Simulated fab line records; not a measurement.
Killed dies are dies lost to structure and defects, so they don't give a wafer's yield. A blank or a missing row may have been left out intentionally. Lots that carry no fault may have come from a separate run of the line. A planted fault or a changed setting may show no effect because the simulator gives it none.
Chamber matching :: flow nand-harc :: rie-diel-11 running NHARC_P_M0_STRIP_18: 4 sister chambers
The step strips in N2/H2. 8 wafers are shown with their chamber, then 7 later ones without.

== WAFERS WITH THEIR CHAMBER ==
wafer: L078.5
chamber: 0
showerhead-plenum-p-Torr (Torr): 2.04
drypump-motor-current-A (A): 6.3

wafer: L080.4
chamber: 3
showerhead-plenum-p-Torr (Torr): 1.88
drypump-motor-current-A (A): 5.3

wafer: L080.6
chamber: 2
showerhead-plenum-p-Torr (Torr): 1.93
drypump-motor-current-A (A): 5.5

wafer: L081.1
chamber: 0
showerhead-plenum-p-Torr (Torr): 2.03
drypump-motor-current-A (A): 6.2

wafer: L081.2
chamber: 3
showerhead-plenum-p-Torr (Torr): 1.88
drypump-motor-current-A (A): 5.4

wafer: L081.3
chamber: 1
showerhead-plenum-p-Torr (Torr): 2.00
drypump-motor-current-A (A): 5.8

wafer: L084.2
chamber: 1
showerhead-plenum-p-Torr (Torr): 2.00
drypump-motor-current-A (A): 5.8

wafer: L084.3
chamber: 2
showerhead-plenum-p-Torr (Torr): 1.92
drypump-motor-current-A (A): 5.5

== WAFERS WHOSE CHAMBER IS MISSING ==
wafer: L084.6
showerhead-plenum-p-Torr (Torr): 1.92
drypump-motor-current-A (A): 5.5

wafer: L091.1
showerhead-plenum-p-Torr (Torr): 2.22
drypump-motor-current-A (A): 5.4

wafer: L091.3
showerhead-plenum-p-Torr (Torr): 2.02
drypump-motor-current-A (A): 6.3

wafer: L091.4
showerhead-plenum-p-Torr (Torr): 1.99
drypump-motor-current-A (A): 5.8

wafer: L097.1
showerhead-plenum-p-Torr (Torr): 2.01
drypump-motor-current-A (A): 6.3

wafer: L097.4
showerhead-plenum-p-Torr (Torr): 2.21
drypump-motor-current-A (A): 5.4

wafer: L097.5
showerhead-plenum-p-Torr (Torr): 2.21
drypump-motor-current-A (A): 5.4

== EACH ONE'S CHAMBER ==
wafer: L084.6
from the rows above: 2
in truth: 2

wafer: L091.1
from the rows above: 0
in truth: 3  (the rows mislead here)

wafer: L091.3
from the rows above: 0
in truth: 0

wafer: L091.4
from the rows above: 1
in truth: 1

wafer: L097.1
from the rows above: 0
in truth: 0

wafer: L097.4
from the rows above: 0
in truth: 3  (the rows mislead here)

wafer: L097.5
from the rows above: 0
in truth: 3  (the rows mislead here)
Placed correctly: 4 of 7. Not placeable from these rows: 0. Placed wrongly: 3.
How it was worked out, from the rows above alone: a wafer's distance from a chamber is the root of the sum, over the readings, of the square of ((its reading less the chamber's mean) divided by the reading's scatter). If the next closest chamber is less than 2 further off than the closest, the wafer can't be placed; otherwise it belongs to the closest. A chamber's mean is the mean of its shown wafers. The scatter: the root of (the sum of the squares of (reading less its chamber's mean) over the shown wafers, divided by (wafers less chambers)).
